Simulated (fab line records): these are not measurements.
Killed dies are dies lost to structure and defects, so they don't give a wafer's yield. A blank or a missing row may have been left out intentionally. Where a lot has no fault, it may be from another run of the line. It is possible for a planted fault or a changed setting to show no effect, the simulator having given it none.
8D (eight disciplines) problem report, filled in by code | flow n5 finfet | the parts of the form that need people (team, actions taken, sign-off) are left out

== 1. THE PROBLEM ==
Mean of spin speed rpm at N5_BEOL_M12_COAT_22: 2778.8 rpm across 6 wafers in 2 lots; on wafers with no fault it is 2888.0 rpm (standard deviation 1.9). That puts it -57 standard deviations away from the usual mean.
The step: resist thk 300 nm.
The first sign was on wafer L507.2 at day 13 11:20, on litho track-02. The record holds 36 wafers of 14 lots with a number at this step. The rule behind "out" and "out of limits": a value lying over 4 standard deviations away from the usual mean. All remaining wafers that have a number are taken as sound.

== 2. WHAT IT IS, AND WHAT IT ISN'T ==
question                    | is                     | is not
which readings at this step | spin speed rpm         | -
which lots                  | L507, L510             | L498, L499, L501, L502, L503, L512, L513, L514, L515, L518, L519, L521
which wafers of those lots  | all that have a number | -
read on which tools         | litho track-02         | litho track-01, litho track-03
when                        | from day 13 11:20      | up to then (10 sound wafers); but 20 sound wafers of L512, L513, L514, L515, L518, L519, L521 came after

== 3. WHAT RULES OUT EACH SUSPECT ==
Counting: a tool stays on the suspect list if, at a process step up to the reading, it processed all lots that are out and no sound lot following the first of them.
- litho track-02 at N5_BEOL_M12_COAT_22 (resist thk 300 nm): kept. All lots that are out passed through it, beginning with L507 at day 13 11:20, and no sound lot followed; its final sound lot before that point was L503 at day 12 01:10. Its own spin speed rpm readings are out on those wafers.
After counting, what remains is litho track-02 at N5_BEOL_M12_COAT_22.

== 4. THE CAUSE (what the simulator had put in) ==
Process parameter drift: litho track-02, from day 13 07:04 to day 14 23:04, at N5_BEOL_M12_COAT_22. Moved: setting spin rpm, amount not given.
Only this tool survived the counting.

== 5. SEQUENCE OF EFFECTS, ordered by route ==
Rows list readings where the struck wafers' mean (over those with a number) sits beyond 3 standard deviations from the usual. Only readings for which the record gives a usual standard deviation are gone through. hours: the time from each lot's start at the first step in this table that gives one to its start at this step, as a median over the lots. sigmas: the change in usual standard deviations.
hours | step                | reading        | usual      | on struck wafers | change | sigmas
0     | N5_BEOL_M12_COAT_22 | spin speed rpm | 2888.0 rpm | 2778.8           | -109.2 | -57
The process steps in it:
- N5_BEOL_M12_COAT_22: resist thk 300 nm.
Later steps that measure or inspect, where all struck wafers having a row at the step show a number for every such reading and not one has moved that far: N5_BEOL_M12_INSPECT_30.

== 6. HOW IT WOULD HAVE BEEN CAUGHT EARLIER ==
In this record no reading fell out of limits until day 13 11:20, 4 hours after the fault had begun at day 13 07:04.
